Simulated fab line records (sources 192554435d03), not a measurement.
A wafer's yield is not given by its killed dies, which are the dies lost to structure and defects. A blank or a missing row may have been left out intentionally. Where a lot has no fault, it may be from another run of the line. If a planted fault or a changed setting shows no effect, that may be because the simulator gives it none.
fab line records    flow n5Finfet
[record] lots = 7  wafers = 21
route steps=1938 shown BEOL_M13@1659 BEOL_M14@1716 BEOL_M15@1808 MIM_TOP_LITHO@1843 PASSIVATION@1930
startH: hours from the record's opening day to when the first of the lot's shown wafers began    waitH: hours from the lot's prior step to this one    " same as the row above    L1.1+2: one row covering several wafers at once    - no value present, or no start provided    * or withheld: withheld    < > ~ a bound
route shown NAME@n: a module of which the file shows steps, and the number in the route of the first    usual: the fault-free wafers' mean and standard deviation    same: alike in all rows    chamber/n: place in a boat    sites: readings site by site    _std_site: standard deviation of those values    _edge_site: inner sites' mean taken away from outer sites' mean    radiusMm: how far each site lies from the wafer's centre    mask NAME#n: copy n    behind: the last tool/chamber to shape the wafer    hold: cause of the lot's hold/its duration in hours/its outcome    device: whichever transistor did not switch (one of n, p or np)    end of line: the route-end tests of the same wafers    a step with no rows: only its recipe    killed: at the first sort, the dies lost to defects and structure; wafer yield is something else    map: a wafer's dies, marking killed ones x, the rest . and places with no die _
set.NAME: the setting the step ran with; set.NAME@STEP: the setting that earlier step ran with    model.NAME: the simulator's own value behind a step, which no gauge read
lots whose settings were changed on purpose; a table a step, a row a wafer
[[steps]]
[step N5_BEOL_M13_ILD_DEP_00]
[recipe] material = SiOC  targetThkA = 8379.2  tempC = 350  precursor = DEMS/O2  pressureTorr = 5  rfW = 500  timeS = 166.4
lot.wafer  tool      chamber  startH  waitH  set.timeS  model.SiOC_of_BEOL_M13_ILD_DEP_00.thkNm
L083.1     pecvd-01  0        316.33  0.0    166.4      825.6
L083.3     "         2        "       "      166.4      815.4
L083.4     "         1        "       "      166.4      835.4
L085.2     pecvd-03  1        347.04  0.0    166.4      814.6
L085.3     "         0        "       "      142.1      703.6
L085.6     "         0        "       "      142.1      717.2
L089.4     pecvd-03  2        370.53  0.1    166.4      850.8
L089.5     "         0        "       "      166.4      854.8
L089.6     "         1        "       "      166.4      847.4
L092.1     pecvd-03  2        397.51  0.0    166.4      839.4
L092.2     "         1        "       "      166.4      849.4
L092.5     "         2        "       "      166.4      846.4
L094.1     pecvd-02  2        417.55  0.0    149.6      761.6
L094.4     "         2        "       "      149.6      771
L094.5     "         0        "       "      166.4      834
L090.1     pecvd-02  2        423.32  0.0    174.9      890.6
L090.2     "         1        "       "      174.9      878.2
L090.5     "         0        "       "      166.4      839.2
L095.2     pecvd-03  2        448.86  0.1    166.4      844
L095.4     "         2        "       "      144.7      732.6
L095.6     "         2        "       "      166.4      845
[step N5_BEOL_M13_THK_MEAS_01]
[recipe] reads = SiOC_of_BEOL_M13_ILD_DEP_00
[usual] M13_ILD_THK = 837/13
lot.wafer  tool          chamber  startH  waitH  set.timeS@BEOL_M13_ILD_DEP_00  M13_ILD_THK[nm]
L083.1     filmMetro-02  -        316.48  0.1    166.4                          825
L083.3     "             -        "       "      166.4                          816
L083.4     "             -        "       "      166.4                          835
L085.2     filmMetro-02  -        347.20  0.1    166.4                          815
L085.3     "             -        "       "      142.1                          704
L085.6     "             -        "       "      142.1                          717
L089.4     filmMetro-02  -        370.62  0.0    166.4                          851
L089.5     "             -        "       "      166.4                          855
L089.6     "             -        "       "      166.4                          847
L092.1     filmMetro-02  -        397.66  0.1    166.4                          838
L092.2     "             -        "       "      166.4                          849
L092.5     "             -        "       "      166.4                          847
L094.1     filmMetro-01  -        417.70  0.1    149.6                          761
L094.4     "             -        "       "      149.6                          770
L094.5     "             -        "       "      166.4                          834
L090.1     filmMetro-02  -        423.47  0.1    174.9                          891
L090.2     "             -        "       "      174.9                          879
L090.5     "             -        "       "      166.4                          839
L095.2     filmMetro-02  -        449.19  0.3    166.4                          844
L095.4     "             -        "       "      144.7                          732
L095.6     "             -        "       "      166.4                          845
[step N5_BEOL_M13_COAT_58]
[recipe] resist = BARC  tempC = 205  timeS = 60  spinRpm = 1500  resistThkNm = 89
[step N5_BEOL_M13_COAT_04]
[recipe] spinRpm = 1625  resistThkNm = 400
[step N5_BEOL_M13_DESCUM_15]
[recipe] chemistry = O2  timeS = 7.9  sourcePowerW = 50  biasPowerW = 20  pressureMtorr = 20  rfFrequencyHz = 2.712e+07  tempC = 40  o2FlowSccm = 225
[step N5_BEOL_M13_ETCH_59]
[recipe] chemistry = N2/H2  target = BARC  targetDepthA = 890  overetchA = 267  timeS = 67.9  ionEnergyEv = 200  pressureMtorr = 30  sourceW = 840  biasW = 150  n2FlowSccm = 200  h2FlowSccm = 200
[step N5_BEOL_M13_VIA_ETCH_16]
[recipe] chemistry = C4F8/O2/Ar  target = SiOC  pressureMtorr = 30  sourceW = 3000  biasW = 700  Ar_flow_sccm = 400  C4F8_flow_sccm = 15  O2_flow_sccm = 8  heInnerTorr = 15  heOuterTorr = 30  targetDepthA = 9217  timeS = withheld  ionEnergyEv = 250  ends = cleared
lot.wafer  tool        chamber  startH  waitH  set.timeS@BEOL_M13_ILD_DEP_00  model.etch.depthNm  model.coat_of_BEOL_M13_COAT_04.thkNm
L083.1     rieDiel-06  0        317.01  0.0    *                              825.6               75.2
L083.3     "           1        "       "      *                              815.5               78
L083.4     "           2        "       "      *                              835.4               73.2
L085.2     rieDiel-02  3        347.80  0.0    *                              814.5               83.4
L085.3     "           2        "       "      *                              703.6               107.8
L085.6     "           3        "       "      *                              717.1               112
L089.4     rieDiel-06  2        371.21  0.1    *                              850.7               67
L089.5     "           1        "       "      *                              854.7               65.8
L089.6     "           0        "       "      *                              847.5               66
L092.1     rieDiel-02  3        398.26  0.0    *                              839.3               72.4
L092.2     "           2        "       "      *                              849.4               64
L092.5     "           1        "       "      *                              846.4               63.8
L094.1     rieDiel-06  1        418.18  0.0    *                              761.6               92.2
L094.4     "           2        "       "      *                              770.9               90.6
L094.5     "           3        "       "      *                              834                 68.2
L090.1     rieDiel-06  2        423.95  0.0    *                              890.6               55.6
L090.2     "           0        "       "      *                              878.2               58.2
L090.5     "           2        "       "      *                              839.3               72.2
L095.2     rieDiel-03  0        449.67  0.0    *                              843.9               71.8
L095.4     "           0        "       "      *                              732.5               102.8
L095.6     "           3        "       "      *                              845                 65.2
[step N5_BEOL_M13_STRIP_63]
[recipe] chemistry = N2/H2  powerW = 1000  tempC = 250  h2Frac = 0.65  overashFraction = 0.3  pressureMtorr = 1000  n2FlowSccm = 1750  h2FlowSccm = 3250
[usual] stripTimeToEndpointS = 27.9/1.4
lot.wafer  tool            chamber  startH  waitH  set.timeS@BEOL_M13_ILD_DEP_00  stripTimeToEndpointS
L083.1     plasmaAsher-02  1        317.24  -      166.4                          29.2
L083.3     "               0        "       "      166.4                          30.0
L083.4     "               1        "       "      166.4                          28.6
L085.2     plasmaAsher-02  0        348.04  -      166.4                          31.6
L085.3     "               0        "       "      142.1                          38.4
L085.6     "               1        "       "      142.1                          39.5
L089.4     plasmaAsher-01  1        371.36  -      166.4                          26.8
L089.5     "               0        "       "      166.4                          26.4
L089.6     "               1        "       "      166.4                          26.5
L092.1     plasmaAsher-01  0        398.50  -      166.4                          28.3
L092.2     "               1        "       "      166.4                          25.9
L092.5     "               1        "       "      166.4                          25.8
L094.1     plasmaAsher-01  0        418.41  -      149.6                          34.0
L094.4     "               1        "       "      149.6                          33.6
L094.5     "               1        "       "      166.4                          27.1
L090.1     plasmaAsher-02  1        424.18  -      174.9                          23.3
L090.2     "               0        "       "      174.9                          24.1
L090.5     "               0        "       "      166.4                          28.3
L095.2     plasmaAsher-02  1        449.90  -      166.4                          28.2
L095.4     "               1        "       "      144.7                          37.0
L095.6     "               1        "       "      166.4                          26.2
[step N5_BEOL_M13_STRIP_64]
[recipe] chemistry = N2/H2  powerW = 1000  tempC = 250  h2Frac = 0.65  overashFraction = 0.3  pressureMtorr = withheld  n2FlowSccm = 1750  h2FlowSccm = 3250
[step N5_BEOL_M13_STRIP_71]
[recipe] chemistry = postEtchResidueRemover  timeS = 60  tempC = 25  removerPh = withheld  removerWaterWtPct = withheld  removerFluorideWtPct = withheld
[step N5_BEOL_M13_STRIP_37]
[recipe] chemistry = N2/H2  powerW = 1000  tempC = 250  h2Frac = 0.65  overashFraction = 0.3  pressureMtorr = withheld  n2FlowSccm = 1750  h2FlowSccm = 3250
[step N5_BEOL_M13_ETCH_38]
[recipe] chemistry = CF4/N2  target = SiCN  targetDepthA = 675  taperDeg = 2  timeS = 71.9  ionEnergyEv = 150  maskMaterial = SiO2  pressureMtorr = 40  sourceW = 430  biasW = 70  Ar_flow_sccm = 100  cf4FlowSccm = 60  n2FlowSccm = 60
lot.wafer  tool        chamber  startH  waitH  set.timeS@BEOL_M13_ILD_DEP_00  model.SiOC_of_BEOL_M13_ILD_DEP_00.thkNm
L083.1     rieDiel-06  0        318.69  -      166.4                          778
L083.3     "           2        "       "      166.4                          769
L083.4     "           1        "       "      166.4                          787
L085.2     rieDiel-02  1        351.50  -      166.4                          762.6
L085.3     "           2        "       "      142.1                          653.4
L085.6     "           2        "       "      142.1                          666.4
L089.4     rieDiel-02  0        372.97  -      166.4                          804.2
L089.5     "           2        "       "      166.4                          804.6
L089.6     "           3        "       "      166.4                          801.8
L092.1     rieDiel-02  1        406.49  -      166.4                          788.4
L092.2     "           3        "       "      166.4                          803.8
L092.5     "           1        "       "      166.4                          795.8
L094.1     rieDiel-02  0        420.01  -      149.6                          715.8
L094.4     "           3        "       "      149.6                          725.2
L094.5     "           1        "       "      166.4                          783.6
L090.1     rieDiel-03  1        426.16  -      174.9                          841.6
L090.2     "           0        "       "      174.9                          832.8
L090.5     "           1        "       "      166.4                          790.2
L095.2     rieDiel-06  2        454.67  -      166.4                          798
L095.4     "           0        "       "      144.7                          684.6
L095.6     "           2        "       "      166.4                          799
[step N5_BEOL_M14_ILD_DEP_00]
[recipe] material = SiO2  targetThkA = 11193  tempC = 400  precursor = TEOS/O2  pressureTorr = 6.5  rfW = 900  teosFlowSccm = 161.4  gas = O2  flowSccm = 2650  timeS = 237.4
lot.wafer  tool      chamber  startH  waitH  set.timeS  model.SiO2_of_BEOL_M14_ILD_DEP_00.thkNm
L083.1     pecvd-04  2        322.23  0.0    237.4      1111
L083.3     "         1        "       "      237.4      1119
L083.4     "         0        "       "      252.5      1198
L085.2     pecvd-03  1        353.43  0.0    220        1031
L085.3     "         0        "       "      220        1042
L085.6     "         1        "       "      237.4      1132
L089.4     pecvd-04  1        374.88  0.1    256        1223
L089.5     "         0        "       "      256        1211
L089.6     "         2        "       "      237.4      1132
L092.1     pecvd-01  2        408.31  0.0    237.4      1122
L092.2     "         1        "       "      237.4      1129
L092.5     "         2        "       "      237.4      1137
L094.1     pecvd-01  1        422.09  0.0    237.4      1129
L094.4     "         0        "       "      237.4      1130
L094.5     "         2        "       "      213.6      1003
L090.1     pecvd-03  0        428.09  0.0    237.4      1102
L090.2     "         2        "       "      237.4      1114
L090.5     "         2        "       "      237.4      1125
L095.2     pecvd-01  1        458.20  0.0    237.4      1126
L095.4     "         0        "       "      237.4      1144
L095.6     "         2        "       "      237.4      1140
[step N5_BEOL_M14_THK_MEAS_01]
[recipe] reads = SiO2_of_BEOL_M14_ILD_DEP_00
[usual] M14_ILD_THK = 1119/13
lot.wafer  tool          chamber  startH  waitH  set.timeS@BEOL_M14_ILD_DEP_00  M14_ILD_THK[nm]
L083.1     filmMetro-01  -        322.42  0.1    237.4                          1111
L083.3     "             -        "       "      237.4                          1119
L083.4     "             -        "       "      252.5                          1198
L085.2     filmMetro-01  -        353.62  0.1    220                            1030
L085.3     "             -        "       "      220                            1043
L085.6     "             -        "       "      237.4                          1132
L089.4     filmMetro-02  -        374.99  0.0    256                            1222
L089.5     "             -        "       "      256                            1212
L089.6     "             -        "       "      237.4                          1132
L092.1     filmMetro-02  -        408.50  0.1    237.4                          1122
L092.2     "             -        "       "      237.4                          1128
L092.5     "             -        "       "      237.4                          1137
L094.1     filmMetro-02  -        422.28  0.1    237.4                          1129
L094.4     "             -        "       "      237.4                          1130
L094.5     "             -        "       "      213.6                          1003
L090.1     filmMetro-01  -        428.28  0.1    237.4                          1101
L090.2     "             -        "       "      237.4                          1115
L090.5     "             -        "       "      237.4                          1124
L095.2     filmMetro-02  -        458.39  0.1    237.4                          1126
L095.4     "             -        "       "      237.4                          1144
L095.6     "             -        "       "      237.4                          1140
[step N5_BEOL_M14_PEB_08]
[recipe] pebTempC = 130  pebTimeS = 90
lot.wafer   tool           chamber  startH  waitH  set.pebTempC
L083.1+3+4  lithoTrack-02  0        322.61  0.1    130
L085.2      lithoTrack-04  0        353.82  0.0    128.7
L085.3+6    "              0        "       "      130
L089.4+5+6  lithoTrack-04  0        375.18  0.0    130
L092.1+2+5  lithoTrack-02  0        408.69  0.1    130
L094.1      lithoTrack-04  0        422.48  0.1    128.7
L094.4+5    "              0        "       "      130
L090.1+5    lithoTrack-02  0        428.60  0.1    130
L090.2      "              0        "       "      131.8
L095.2+4+6  lithoTrack-05  0        458.59  0.0    130
[step N5_BEOL_M14_DEVELOP_09]
[recipe] developTimeS = 45  rinseLiquid = diw  dry = airSpin  devTempC = 21
[step N5_BEOL_M14_HARDBAKE_14]
[recipe] tempC = 130  timeS = 120
[step N5_BEOL_M14_DESCUM_15]
[recipe] chemistry = O2  timeS = 7.9  sourcePowerW = 50  biasPowerW = 20  pressureMtorr = 20  rfFrequencyHz = 2.712e+07  tempC = 40  o2FlowSccm = 225
[step N5_BEOL_M14_ETCH_59]
[recipe] chemistry = N2/H2  target = BARC  targetDepthA = 890  overetchA = 267  timeS = 67.9  ionEnergyEv = 200  pressureMtorr = 30  sourceW = 840  biasW = 150  n2FlowSccm = 200  h2FlowSccm = 200
[step N5_BEOL_M14_VIA_ETCH_16]
[recipe] chemistry = C4F8/O2/Ar  target = SiO2  heInnerTorr = 15  heOuterTorr = 30  targetDepthA = 12313  timeS = withheld  ionEnergyEv = 800  pressureMtorr = 20  sourceW = 1905  biasW = 2040  Ar_flow_sccm = 400  C4F8_flow_sccm = 16  O2_flow_sccm = 12  ends = cleared
lot.wafer  tool        chamber  startH  waitH  set.timeS@BEOL_M14_ILD_DEP_00  model.etch.depthNm  model.coat_of_BEOL_M14_COAT_04.thkNm
L083.1     rieDiel-04  2        322.90  0.0    *                              1111                457.2
L083.3     "           1        "       "      *                              1119                456.4
L083.4     "           3        "       "      *                              1198                426.6
L085.2     rieDiel-05  2        354.14  0.0    *                              1031                481
L085.3     "           3        "       "      *                              1042                465.2
L085.6     "           2        "       "      *                              1132                457.2
L089.4     rieDiel-05  3        375.56  0.1    *                              1223                422.2
L089.5     "           2        "       "      *                              1211                437.2
L089.6     "           0        "       "      *                              1132                460.2
L092.1     rieDiel-04  0        408.98  0.0    *                              1122                443
L092.2     "           3        "       "      *                              1129                442.6
L092.5     "           3        "       "      *                              1137                438.4
L094.1     rieDiel-05  3        422.77  0.0    *                              1129                441.4
L094.4     "           2        "       "      *                              1130                453
L094.5     "           0        "       "      *                              1003                487.8
L090.1     rieDiel-01  2        428.89  0.0    *                              1102                454.6
L090.2     "           1        "       "      *                              1114                453.8
L090.5     "           2        "       "      *                              1125                446.2
L095.2     rieDiel-04  1        458.92  0.0    *                              1126                456
L095.4     "           0        "       "      *                              1144                445.8
L095.6     "           3        "       "      *                              1140                443
[step N5_BEOL_M15_ETCH_61]
[recipe] chemistry = N2/H2  target = BARC  targetDepthA = 890  overetchA = 267  timeS = 67.9  ionEnergyEv = 200  pressureMtorr = 30  sourceW = 840  biasW = 150  n2FlowSccm = 200  h2FlowSccm = 200
lot.wafer  tool        chamber  startH  waitH  set.timeS  model.coat_of_BEOL_M15_COAT_22.thkNm
L083.1     rieDiel-02  1        329.81  0.0    81.37      703.2
L083.3     "           3        "       "      67.9       725.8
L083.4     "           0        "       "      67.9       722.4
L085.2     rieDiel-02  0        362.92  0.0    67.9       720.4
L085.3     "           2        "       "      67.9       715.2
L085.6     "           2        "       "      67.9       714.2
L089.4     rieDiel-02  0        381.08  0.0    67.9       723.8
L089.5     "           2        "       "      67.9       718.6
L089.6     "           3        "       "      81.55      710.2
L092.1     rieDiel-03  1        418.65  0.0    67.9       716.6
L092.2     "           0        "       "      67.9       725
L092.5     "           1        "       "      67.9       719
L094.1     rieDiel-03  1        430.10  0.0    54.47      725.6
L094.4     "           2        "       "      54.47      725.2
L094.5     "           0        "       "      67.9       716.4
L090.1     rieDiel-03  3        450.92  0.0    79.03      705.8
L090.2     "           2        "       "      67.9       718.2
L090.5     "           2        "       "      67.9       717.6
L095.2     rieDiel-06  1        468.73  0.0    67.9       713.8
L095.4     "           3        "       "      67.9       714
L095.6     "           3        "       "      53.96      728.2
[step N5_MIM_TOP_LITHO_EXPOSE_05]
[recipe] maskId = MIM_TOP  na = 0.55  sourceShape = conventional  sigmaOuter = 0.8  polarization = unpolarized  targetCdNm = 2000  doseMj = 20.5
lot.wafer   tool           chamber  startH  waitH  mask       set.doseMj
L083.1+4    krfScanner-02  0        336.30  -      MIM_TOP#0  21.75
L083.3      "              0        "       "      MIM_TOP#0  20.5
L085.2+3+6  krfScanner-02  0        369.16  -      MIM_TOP#0  20.5
L089.4      krfScanner-01  0        388.76  -      MIM_TOP#0  20.5
L089.5+6    "              0        "       "      MIM_TOP#0  21.15
L092.1+2+5  krfScanner-01  0        427.05  -      MIM_TOP#0  20.5
L094.1+4    krfScanner-01  0        448.15  -      MIM_TOP#0  21.57
L094.5      "              0        "       "      MIM_TOP#0  20.5
L090.1+2    krfScanner-01  0        458.57  -      MIM_TOP#0  20.5
L090.5      "              0        "       "      MIM_TOP#0  21.41
L095.2+6    krfScanner-01  0        478.95  -      MIM_TOP#0  20.5
L095.4      "              0        "       "      MIM_TOP#0  19.56
[step N5_MIM_TOP_LITHO_PEB_06]
[recipe] pebTempC = withheld  pebTimeS = *
[step N5_MIM_TOP_LITHO_DEVELOP_07]
[recipe] developTimeS = 60  rinseLiquid = diw  dry = airSpin  devTempC = 21
[step N5_MIM_TOP_LITHO_HARDBAKE_09]
[recipe] tempC = 130  timeS = 120
[step N5_MIM_TOP_LITHO_CD_MEAS_08]
[recipe] targetCdNm = 2000  landingEnergyEv = 500  detector = seInlens
[usual] cdNm = 2000.2/2.6
lot.wafer  tool      chamber  startH  waitH  set.doseMj@MIM_TOP_LITHO_EXPOSE_05  cdNm
L083.1     cdSem-03  0        336.47  -      21.75                               1990.6
L083.3     "         0        "       "      20.5                                2000.5
L083.4     "         0        "       "      21.75                               1994.2
L085.2     cdSem-01  0        369.33  -      20.5                                2003.9
L085.3     "         0        "       "      20.5                                1998.5
L085.6     "         0        "       "      20.5                                1999.1
L089.4     cdSem-01  0        388.92  -      20.5                                2001.6
L089.5     "         0        "       "      21.15                               1995.6
L089.6     "         0        "       "      21.15                               1997.1
L092.1     cdSem-01  0        427.23  -      20.5                                2001.6
L092.2     "         0        "       "      20.5                                1998.9
L092.5     "         0        "       "      20.5                                2000.0
L094.1     cdSem-02  0        448.33  -      21.57                               1989.9
L094.4     "         0        "       "      21.57                               1988.3
L094.5     "         0        "       "      20.5                                2000.7
L090.1     cdSem-02  0        458.74  -      20.5                                2000.1
L090.2     "         0        "       "      20.5                                2003.4
L090.5     "         0        "       "      21.41                               1992.9
L095.2     cdSem-01  0        479.12  -      20.5                                2002.0
L095.4     "         0        "       "      19.56                               2008.3
L095.6     "         0        "       "      20.5                                2004.0
[step N5_MIM_TOP_LITHO_DESCUM_10]
[recipe] chemistry = O2  timeS = 7.9  sourcePowerW = 50  biasPowerW = 20  pressureMtorr = 20  rfFrequencyHz = 2.712e+07  tempC = 40  o2FlowSccm = 225
lot.wafer  tool        chamber  startH  waitH  set.doseMj@MIM_TOP_LITHO_EXPOSE_05  model.MIM_TOP_LITHO.cdNm
L083.1     rieDiel-01  1        336.56  0.0    21.75                               1991
L083.3     "           0        "       "      20.5                                2001
L083.4     "           1        "       "      21.75                               1995
L085.2     rieDiel-01  1        369.96  0.6    20.5                                2004
L085.3     "           0        "       "      20.5                                1998
L085.6     "           3        "       "      20.5                                1999
L089.4     rieDiel-05  0        389.00  0.0    20.5                                2002
L089.5     "           1        "       "      21.15                               1995
L089.6     "           2        "       "      21.15                               1997
L092.1     rieDiel-05  3        427.32  0.0    20.5                                2002
L092.2     "           2        "       "      20.5                                1999
L092.5     "           1        "       "      20.5                                2000
L094.1     rieDiel-01  2        448.41  0.0    21.57                               1990
L094.4     "           3        "       "      21.57                               1989
L094.5     "           2        "       "      20.5                                2000
L090.1     rieDiel-01  0        458.93  0.1    20.5                                2000
L090.2     "           3        "       "      20.5                                -
L090.5     "           0        "       "      21.41                               1993
L095.2     rieDiel-04  0        480.11  0.9    20.5                                2002
L095.4     "           1        "       "      19.56                               2009
L095.6     "           3        "       "      20.5                                2004
[step N5_PASSIVATION_ETCH_54]
[recipe] chemistry = CHF3/O2  target = SiO2  targetDepthA = 8800  CHF3_flow_sccm = 50  O2_flow_sccm = 5  Ar_flow_sccm = 200  timeS = 440  maskMaterial = PR  pressureMtorr = 30  sourceW = 650  biasW = 170  ionEnergyEv = 200
lot.wafer  tool        chamber  startH  waitH  set.timeS  model.etch.depthNm  model.PASSIVATION.featureDepthNm
L083.1     rieDiel-01  2        344.52  0.1    391.6      793                 793
L083.3     "           0        "       "      440        891.4               891.4
L083.4     "           1        "       "      440        864.2               864.2
L085.2     rieDiel-01  3        385.90  0.1    440        846.3               846.2
L085.3     "           2        "       "      352.1      711.1               711
L085.6     "           1        "       "      440        860.5               860.6
L089.4     rieDiel-05  3        396.28  0.1    440        920.4               920.4
L089.5     "           1        "       "      494.6      992.9               993
L089.6     "           0        "       "      494.6      994                 994
L092.1     rieDiel-05  0        436.24  0.1    440        887.4               887.4
L092.2     "           2        "       "      440        898.3               898.2
L092.5     "           3        "       "      440        913.6               913.6
L094.1     rieDiel-01  3        457.24  0.1    440        849                 849
L094.4     "           2        "       "      440        882.6               882.6
L094.5     "           0        "       "      440        896.7               896.8
L090.1     rieDiel-04  0        467.56  0.1    440        878.6               878.6
L090.2     "           1        "       "      440        889.9               889.8
L090.5     "           2        "       "      440        913.6               913.6
L095.2     rieDiel-05  1        485.87  0.1    485.9      970                 970
L095.4     "           3        "       "      440        897.3               897.2
L095.6     "           3        "       "      440        896.9               896.8
[[key]]
[split] step = N5_BEOL_M13_ILD_DEP_00  setting = timeS  stated = 166.4  by = wafer
[response] step = N5_BEOL_M13_ILD_DEP_00  reading = model.SiOC_of_BEOL_M13_ILD_DEP_00.thkNm  change = +7.62  per = 1%  r = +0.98
[response] step = N5_BEOL_M13_THK_MEAS_01  reading = M13_ILD_THK  change = +7.64  per = 1%  r = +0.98
[response] step = N5_BEOL_M13_VIA_ETCH_16  reading = model.etch.depthNm  change = +7.62  per = 1%  r = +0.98
[response] step = N5_BEOL_M13_VIA_ETCH_16  reading = model.coat_of_BEOL_M13_COAT_04.thkNm  change = -2.24  per = 1%  r = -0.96
[response] step = N5_BEOL_M13_STRIP_63  reading = stripTimeToEndpointS  change = *  per = 1%  r = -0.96
[response] step = N5_BEOL_M13_ETCH_38  reading = model.SiOC_of_BEOL_M13_ILD_DEP_00.thkNm  change = +7.55  per = 1%  r = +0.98
[split] step = N5_BEOL_M14_ILD_DEP_00  setting = timeS  stated = 237.4  by = wafer
[response] step = N5_BEOL_M14_ILD_DEP_00  reading = model.SiO2_of_BEOL_M14_ILD_DEP_00.thkNm  change = +12.4  per = 1%  r = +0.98
[response] step = N5_BEOL_M14_THK_MEAS_01  reading = M14_ILD_THK  change = +12.4  per = 1%  r = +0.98
[response] step = N5_BEOL_M14_VIA_ETCH_16  reading = model.etch.depthNm  change = +12.4  per = 1%  r = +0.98
[response] step = N5_BEOL_M14_VIA_ETCH_16  reading = model.coat_of_BEOL_M14_COAT_04.thkNm  change = -3.73  per = 1%  r = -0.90
[split] step = N5_BEOL_M14_PEB_08  setting = pebTempC  stated = 130  by = wafer
response none clear
[split] step = N5_BEOL_M15_ETCH_61  setting = timeS  stated = 67.9  by = wafer
[response] step = N5_BEOL_M15_ETCH_61  reading = model.coat_of_BEOL_M15_COAT_22.thkNm  change = -0.695  per = 1%  r = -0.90
[split] step = N5_MIM_TOP_LITHO_EXPOSE_05  setting = doseMj  stated = 20.5  by = wafer
[response] step = N5_MIM_TOP_LITHO_CD_MEAS_08  reading = cdNm  change = -1.65  per = 1%  r = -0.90
[response] step = N5_MIM_TOP_LITHO_DESCUM_10  reading = model.MIM_TOP_LITHO.cdNm  change = -1.55  per = 1%  r = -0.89
[split] step = N5_PASSIVATION_ETCH_54  setting = timeS  stated = 440  by = wafer
[response] step = N5_PASSIVATION_ETCH_54  reading = model.etch.depthNm  change = +6.95  per = 1%  r = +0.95
[response] step = N5_PASSIVATION_ETCH_54  reading = model.PASSIVATION.featureDepthNm  change = +6.96  per = 1%  r = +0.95
